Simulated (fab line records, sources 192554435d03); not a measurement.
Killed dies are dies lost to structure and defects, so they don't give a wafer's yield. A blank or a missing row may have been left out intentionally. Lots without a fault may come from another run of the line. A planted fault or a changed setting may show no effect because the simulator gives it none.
Split-lot trial :: flow n5 finfet :: 39 wafers read from 7 lots, route of 1938 steps

== ON THE SPLIT ==
At N5_DUMMY_GATE_HM_DEP_06 (deposits SiNx from DCS/NH3, target thk 80 nm, time 5141 s), the setting time s was moved away from the recipe's 5141 s on 30 of the 39 wafers read, by -53.3% to -16.2%. For the rest of the wafers, this setting stayed at what the recipe calls for.

The split's own step is where the reading is taken.

== THE READING ==
SiNx_of_DUMMY_GATE_HM_DEP_06.thk nm (the simulator's own value, which no gauge read), in nm, at N5_DUMMY_GATE_HM_DEP_06 (deposits SiNx from DCS/NH3, target thk 80 nm, time 5141 s). The file does not state a usual value for it. Average 80.0 nm, standard deviation 0.62 nm, over the 9 wafers here run with the recipe.

wafer: L075.1
tool, chamber at the split: -, -
time s as run, s: 4310
against the recipe: -16.2%
SiNx_of_DUMMY_GATE_HM_DEP_06.thk nm, nm: 69
against lot-mates on the recipe: no lot-mate on the recipe

wafer: L075.2
tool, chamber at the split: -, -
time s as run, s: 4310
against the recipe: -16.2%
SiNx_of_DUMMY_GATE_HM_DEP_06.thk nm, nm: 68.6
against lot-mates on the recipe: no lot-mate on the recipe

wafer: L075.3
tool, chamber at the split: -, -
time s as run, s: 4310
against the recipe: -16.2%
SiNx_of_DUMMY_GATE_HM_DEP_06.thk nm, nm: 68.8
against lot-mates on the recipe: no lot-mate on the recipe

wafer: L075.4
tool, chamber at the split: -, -
time s as run, s: 4310
against the recipe: -16.2%
SiNx_of_DUMMY_GATE_HM_DEP_06.thk nm, nm: 67.8
against lot-mates on the recipe: no lot-mate on the recipe

wafer: L075.5
tool, chamber at the split: -, -
time s as run, s: 4310
against the recipe: -16.2%
SiNx_of_DUMMY_GATE_HM_DEP_06.thk nm, nm: 68.2
against lot-mates on the recipe: no lot-mate on the recipe

wafer: L075.6
tool, chamber at the split: -, -
time s as run, s: 4310
against the recipe: -16.2%
SiNx_of_DUMMY_GATE_HM_DEP_06.thk nm, nm: 68.2
against lot-mates on the recipe: no lot-mate on the recipe

wafer: L077.1
tool, chamber at the split: lpcvd-02, 0/15
time s as run, s: 5141
against the recipe: recipe
SiNx_of_DUMMY_GATE_HM_DEP_06.thk nm, nm: 79.8
against lot-mates on the recipe: -

wafer: L077.2
tool, chamber at the split: lpcvd-02, 0/20
time s as run, s: 5141
against the recipe: recipe
SiNx_of_DUMMY_GATE_HM_DEP_06.thk nm, nm: 78.4
against lot-mates on the recipe: -

wafer: L077.4
tool, chamber at the split: lpcvd-02, 0/29
time s as run, s: 5141
against the recipe: recipe
SiNx_of_DUMMY_GATE_HM_DEP_06.thk nm, nm: 79.6
against lot-mates on the recipe: -

wafer: L083.1
tool, chamber at the split: -, -
time s as run, s: 2902
against the recipe: -43.6%
SiNx_of_DUMMY_GATE_HM_DEP_06.thk nm, nm: 45.2
against lot-mates on the recipe: no lot-mate on the recipe

wafer: L083.2
tool, chamber at the split: -, -
time s as run, s: 2902
against the recipe: -43.6%
SiNx_of_DUMMY_GATE_HM_DEP_06.thk nm, nm: 44.8
against lot-mates on the recipe: no lot-mate on the recipe

wafer: L083.3
tool, chamber at the split: -, -
time s as run, s: 2902
against the recipe: -43.6%
SiNx_of_DUMMY_GATE_HM_DEP_06.thk nm, nm: 45
against lot-mates on the recipe: no lot-mate on the recipe

wafer: L083.6
tool, chamber at the split: -, -
time s as run, s: 2902
against the recipe: -43.6%
SiNx_of_DUMMY_GATE_HM_DEP_06.thk nm, nm: 45
against lot-mates on the recipe: no lot-mate on the recipe

wafer: L083.4
tool, chamber at the split: -, -
time s as run, s: 2902
against the recipe: -43.6%
SiNx_of_DUMMY_GATE_HM_DEP_06.thk nm, nm: 45.8
against lot-mates on the recipe: no lot-mate on the recipe

wafer: L083.5
tool, chamber at the split: -, -
time s as run, s: 2902
against the recipe: -43.6%
SiNx_of_DUMMY_GATE_HM_DEP_06.thk nm, nm: 45.4
against lot-mates on the recipe: no lot-mate on the recipe

wafer: L086.1
tool, chamber at the split: -, -
time s as run, s: 2399
against the recipe: -53.3%
SiNx_of_DUMMY_GATE_HM_DEP_06.thk nm, nm: 38.2
against lot-mates on the recipe: no lot-mate on the recipe

wafer: L086.2
tool, chamber at the split: -, -
time s as run, s: 2399
against the recipe: -53.3%
SiNx_of_DUMMY_GATE_HM_DEP_06.thk nm, nm: 38.2
against lot-mates on the recipe: no lot-mate on the recipe

wafer: L086.3
tool, chamber at the split: -, -
time s as run, s: 2399
against the recipe: -53.3%
SiNx_of_DUMMY_GATE_HM_DEP_06.thk nm, nm: 38.4
against lot-mates on the recipe: no lot-mate on the recipe

wafer: L086.4
tool, chamber at the split: -, -
time s as run, s: 2399
against the recipe: -53.3%
SiNx_of_DUMMY_GATE_HM_DEP_06.thk nm, nm: 38.4
against lot-mates on the recipe: no lot-mate on the recipe

wafer: L086.5
tool, chamber at the split: -, -
time s as run, s: 2399
against the recipe: -53.3%
SiNx_of_DUMMY_GATE_HM_DEP_06.thk nm, nm: 38.4
against lot-mates on the recipe: no lot-mate on the recipe

wafer: L086.6
tool, chamber at the split: -, -
time s as run, s: 2399
against the recipe: -53.3%
SiNx_of_DUMMY_GATE_HM_DEP_06.thk nm, nm: 38.6
against lot-mates on the recipe: no lot-mate on the recipe

wafer: L090.1
tool, chamber at the split: -, -
time s as run, s: 5141
against the recipe: recipe
SiNx_of_DUMMY_GATE_HM_DEP_06.thk nm, nm: 80.2
against lot-mates on the recipe: -

wafer: L090.2
tool, chamber at the split: -, -
time s as run, s: 5141
against the recipe: recipe
SiNx_of_DUMMY_GATE_HM_DEP_06.thk nm, nm: 80.2
against lot-mates on the recipe: -

wafer: L090.4
tool, chamber at the split: -, -
time s as run, s: 5141
against the recipe: recipe
SiNx_of_DUMMY_GATE_HM_DEP_06.thk nm, nm: 80.2
against lot-mates on the recipe: -

wafer: L090.5
tool, chamber at the split: -, -
time s as run, s: 5141
against the recipe: recipe
SiNx_of_DUMMY_GATE_HM_DEP_06.thk nm, nm: 80.2
against lot-mates on the recipe: -

wafer: L090.3
tool, chamber at the split: -, -
time s as run, s: 5141
against the recipe: recipe
SiNx_of_DUMMY_GATE_HM_DEP_06.thk nm, nm: 80.4
against lot-mates on the recipe: -

wafer: L090.6
tool, chamber at the split: -, -
time s as run, s: 5141
against the recipe: recipe
SiNx_of_DUMMY_GATE_HM_DEP_06.thk nm, nm: 80.6
against lot-mates on the recipe: -

wafer: L092.1
tool, chamber at the split: -, -
time s as run, s: 2743
against the recipe: -46.6%
SiNx_of_DUMMY_GATE_HM_DEP_06.thk nm, nm: 43.4
against lot-mates on the recipe: no lot-mate on the recipe

wafer: L092.2
tool, chamber at the split: -, -
time s as run, s: 2743
against the recipe: -46.6%
SiNx_of_DUMMY_GATE_HM_DEP_06.thk nm, nm: 42.8
against lot-mates on the recipe: no lot-mate on the recipe

wafer: L092.5
tool, chamber at the split: -, -
time s as run, s: 2743
against the recipe: -46.6%
SiNx_of_DUMMY_GATE_HM_DEP_06.thk nm, nm: 42.8
against lot-mates on the recipe: no lot-mate on the recipe

wafer: L092.3
tool, chamber at the split: -, -
time s as run, s: 2743
against the recipe: -46.6%
SiNx_of_DUMMY_GATE_HM_DEP_06.thk nm, nm: 42.4
against lot-mates on the recipe: no lot-mate on the recipe

wafer: L092.4
tool, chamber at the split: -, -
time s as run, s: 2743
against the recipe: -46.6%
SiNx_of_DUMMY_GATE_HM_DEP_06.thk nm, nm: 42.6
against lot-mates on the recipe: no lot-mate on the recipe

wafer: L092.6
tool, chamber at the split: -, -
time s as run, s: 2743
against the recipe: -46.6%
SiNx_of_DUMMY_GATE_HM_DEP_06.thk nm, nm: 43
against lot-mates on the recipe: no lot-mate on the recipe

wafer: L095.1
tool, chamber at the split: -, -
time s as run, s: 2648
against the recipe: -48.5%
SiNx_of_DUMMY_GATE_HM_DEP_06.thk nm, nm: 41.8
against lot-mates on the recipe: no lot-mate on the recipe

wafer: L095.4
tool, chamber at the split: -, -
time s as run, s: 2648
against the recipe: -48.5%
SiNx_of_DUMMY_GATE_HM_DEP_06.thk nm, nm: 41.8
against lot-mates on the recipe: no lot-mate on the recipe

wafer: L095.2
tool, chamber at the split: -, -
time s as run, s: 2648
against the recipe: -48.5%
SiNx_of_DUMMY_GATE_HM_DEP_06.thk nm, nm: 42.4
against lot-mates on the recipe: no lot-mate on the recipe

wafer: L095.3
tool, chamber at the split: -, -
time s as run, s: 2648
against the recipe: -48.5%
SiNx_of_DUMMY_GATE_HM_DEP_06.thk nm, nm: 42.6
against lot-mates on the recipe: no lot-mate on the recipe

wafer: L095.5
tool, chamber at the split: -, -
time s as run, s: 2648
against the recipe: -48.5%
SiNx_of_DUMMY_GATE_HM_DEP_06.thk nm, nm: 42.2
against lot-mates on the recipe: no lot-mate on the recipe

wafer: L095.6
tool, chamber at the split: -, -
time s as run, s: 2648
against the recipe: -48.5%
SiNx_of_DUMMY_GATE_HM_DEP_06.thk nm, nm: 41.6
against lot-mates on the recipe: no lot-mate on the recipe

THE FIT
A straight line over all 39 wafers: SiNx_of_DUMMY_GATE_HM_DEP_06.thk nm changes by +0.793 nm for each +1% of time s; r = +1.00; the points scatter about the line by 0.69 nm.
Too few moved wafers have a lot-mate on the recipe to fit a line with each lot's own level taken away.

== THE FILE'S OWN FIT ==
SiNx_of_DUMMY_GATE_HM_DEP_06.thk nm changes by +0.793 nm for each +1% of time s, r = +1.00.
